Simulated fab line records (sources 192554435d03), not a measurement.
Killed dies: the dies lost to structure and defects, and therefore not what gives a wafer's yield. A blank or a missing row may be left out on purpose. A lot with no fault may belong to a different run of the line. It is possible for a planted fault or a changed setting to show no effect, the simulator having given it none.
Split-lot trial	flow n5 finfet	on a route of 1938 steps: 7 lots, 21 wafers read

## THE SPLIT
At N5_GATE_CUT_DESCUM_18 (chemistry O2, time 7 s), the setting time s was moved away from the recipe's 7 s on 6 of the 21 wafers read, by -18.9% to +16.7%. This setting was run at the recipe's value on the other wafers.

No step appears in the file between the split and the reading.

## THE READING
CAR-EUV_of_GATE_CUT_COAT_07.thk nm (the simulator's own value, which no gauge read), in nm, at N5_GATE_CUT_ETCH_28 (etches underlayer in N2/H2, target depth 13 nm, time 10.4 s). The file does not state a usual value for it. Average 14.6 nm, standard deviation 0.13 nm, over the 15 wafers here run with the recipe.

wafer	tool, chamber at the split	time s as run, s	against the recipe	CAR-EUV_of_GATE_CUT_COAT_07.thk nm, nm	against lot-mates on the recipe
L076.2	rie diel-01, 1	7	recipe	14.6	-
L076.4	rie diel-01, 2	7	recipe	14.6	-
L076.6	rie diel-01, 1	7	recipe	14.6	-
L077.1	rie diel-01, 0	7	recipe	14.6	-
L077.2	rie diel-01, 2	7	recipe	14.6	-
L077.3	rie diel-01, 3	7	recipe	14.6	-
L080.2	rie diel-01, 1	7	recipe	14.6	-
L080.4	rie diel-01, 3	7	recipe	14.6	-
L080.5	rie diel-01, 2	6.334	-9.5%	15	+0.4
L090.3	rie diel-03, 2	7.579	+8.3%	14.2	+0.0
L090.4	rie diel-03, 1	7.579	+8.3%	14.2	+0.0
L090.6	rie diel-03, 3	7	recipe	14.2	-
L093.1	rie diel-01, 3	7	recipe	14.6	-
L093.5	rie diel-01, 3	7	recipe	14.6	-
L093.4	rie diel-01, 2	7	recipe	14.8	-
L094.1	rie diel-02, 1	8.169	+16.7%	13.8	-1.0
L094.3	rie diel-02, 3	8.169	+16.7%	14.2	-0.6
L094.5	rie diel-02, 3	7	recipe	14.8	-
L097.2	rie diel-03, 2	5.677	-18.9%	15.2	+0.6
L097.3	rie diel-03, 1	7	recipe	14.6	-
L097.4	rie diel-03, 0	7	recipe	14.6	-

FIT RESULTS
A straight line over all 21 wafers: CAR-EUV_of_GATE_CUT_COAT_07.thk nm changes by -0.0364 nm for each +1% of time s; r = -0.90; the points scatter about the line by 0.14 nm.
The same after taking each lot's own level away (the mean of its wafers on the recipe; 21 wafers): -0.0368 nm for each +1%; r = -0.90; scatter 0.14 nm.
On that fit, the largest move of time s shifts the reading by 0.7 nm.
From 14.20 to 14.80 nm: that is the span of the lots' own levels, equal to 4.7 times the standard deviation above.
So the lot-to-lot level changes the slope little: the two slopes agree.
Check: +0.776 nm against its lot-mates is what the line predicts for one of the wafers moved furthest among these (-18.9%) when that wafer is left out of the fit. It came out at +0.6 nm against them.

## THE OTHER SPLITS THESE WAFERS WENT THROUGH
Before the reading, these wafers also passed through other splits. Each is held against what the fit with the lots' levels taken away leaves over:
other split on the same wafers	wafers away from the commonest value	r with CAR-EUV_of_GATE_CUT_COAT_07.thk nm (lot level and that fit taken away)
N5_GATE_CUT_EXPOSE_10 dose mj	10	+0.28

## THE WHOLE CHAIN: every reading that the file lists as answering this split, in the file's order
step	what it does	reading	change (the file's fit)	r (the file's)
N5_GATE_CUT_DESCUM_18	chemistry O2, time 7 s	CAR-EUV_of_GATE_CUT_COAT_07.thk nm (the simulator's own value, which no gauge read)	-0.03 nm for each +1% of the setting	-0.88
N5_GATE_CUT_ETCH_28	etches underlayer in N2/H2, target depth 13 nm, time 10.4 s	CAR-EUV_of_GATE_CUT_COAT_07.thk nm (the simulator's own value, which no gauge read)	-0.0359 nm for each +1% of the setting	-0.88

## THE FILE'S OWN FIT
CAR-EUV_of_GATE_CUT_COAT_07.thk nm changes by -0.0359 nm for each +1% of time s, r = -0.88.
